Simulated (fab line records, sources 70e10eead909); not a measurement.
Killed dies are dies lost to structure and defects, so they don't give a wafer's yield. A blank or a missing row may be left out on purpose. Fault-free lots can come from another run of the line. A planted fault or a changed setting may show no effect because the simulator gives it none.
Matching of chambers | flow nand harc | 4 sister chambers for NHARC_A_BLC_STRIP_29 on rie diel-01
The step strips in CF4. 16 wafers are shown with their chamber, then 8 later ones without.

## EACH WAFER AND ITS CHAMBER
wafer  | chamber | drypump motor current A (A) | throttle valve pct (%) | rf vpp V (V)
L074.4 | 1       | 6.2                         | 13.278                 | 60.4
L074.5 | 3       | 5.6                         | 13.298                 | 59.3
L074.6 | 0       | 5.4                         | 13.278                 | 60.1
L077.1 | 2       | 6.2                         | 13.276                 | 61.4
L077.2 | 3       | 5.6                         | 13.294                 | 58.7
L077.5 | 0       | 5.4                         | 13.284                 | 59.0
L079.1 | 1       | 6.2                         | 13.271                 | 59.9
L079.3 | 0       | 5.4                         | 13.288                 | 58.5
L079.6 | 0       | 5.4                         | 13.275                 | 59.5
L078.2 | 2       | 6.1                         | 13.277                 | 59.8
L078.3 | 0       | 5.4                         | 13.279                 | 58.0
L078.4 | 3       | 5.6                         | 13.284                 | 58.6
L082.1 | 3       | 5.6                         | 13.275                 | 59.7
L082.5 | 3       | 5.6                         | 13.288                 | 59.0
L082.6 | 2       | 6.2                         | 13.281                 | 58.3
L086.1 | 2       | 6.2                         | 13.277                 | 60.1

SIGNATURES (averages over the wafers above)
reading                 | chamber 0 | chamber 1 | chamber 2 | chamber 3 | scatter within a chamber
drypump motor current A | 5.400     | 6.200     | 6.175     | 5.600     | 0.025
throttle valve pct      | 13.28080  | 13.27450  | 13.27775  | 13.28780  | 0.00624
rf vpp V                | 59.020    | 60.150    | 59.900    | 59.060    | 0.842
Rule: for a wafer and a chamber, the distance is found by dividing, reading by reading, the gap between the wafer's reading and the chamber's mean by the reading's scatter, squaring, summing and taking the root. If the next closest chamber is less than 2 further off than the closest, the wafer can't be placed; otherwise it belongs to the closest. How the scatter is found: for the shown wafers, subtract from each reading the mean of its chamber, square and add these, divide the total by (wafers less chambers), then take the root.

## WAFERS WITH NO CHAMBER GIVEN
wafer  | drypump motor current A (A) | throttle valve pct (%) | rf vpp V (V)
L086.2 | 5.6                         | 13.293                 | 59.2
L086.4 | 6.2                         | 13.283                 | 62.3
L085.1 | 6.1                         | 13.298                 | 59.9
L085.4 | 6.2                         | 13.298                 | 59.6
L085.6 | 6.1                         | 13.278                 | 59.7
L091.4 | 5.4                         | 13.293                 | 58.4
L091.5 | 6.1                         | 13.280                 | 58.6
L091.6 | 6.2                         | 13.282                 | 59.3

## CHAMBER TAKEN BY EACH
wafer  | from the rows above     | in truth
L086.2 | 3                       | 3
L086.4 | can't be placed: 1 or 2 | 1
L085.1 | can't be placed: 2 or 1 | 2
L085.4 | can't be placed: 2 or 1 | 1
L085.6 | can't be placed: 2 or 1 | 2
L091.4 | 0                       | 0
L091.5 | can't be placed: 2 or 1 | 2
L091.6 | can't be placed: 2 or 1 | 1
Correct placement for 2 of the 8. From these rows, 6 cannot be placed; in 6 the true chamber is one of the candidates. Wrongly placed: 0.
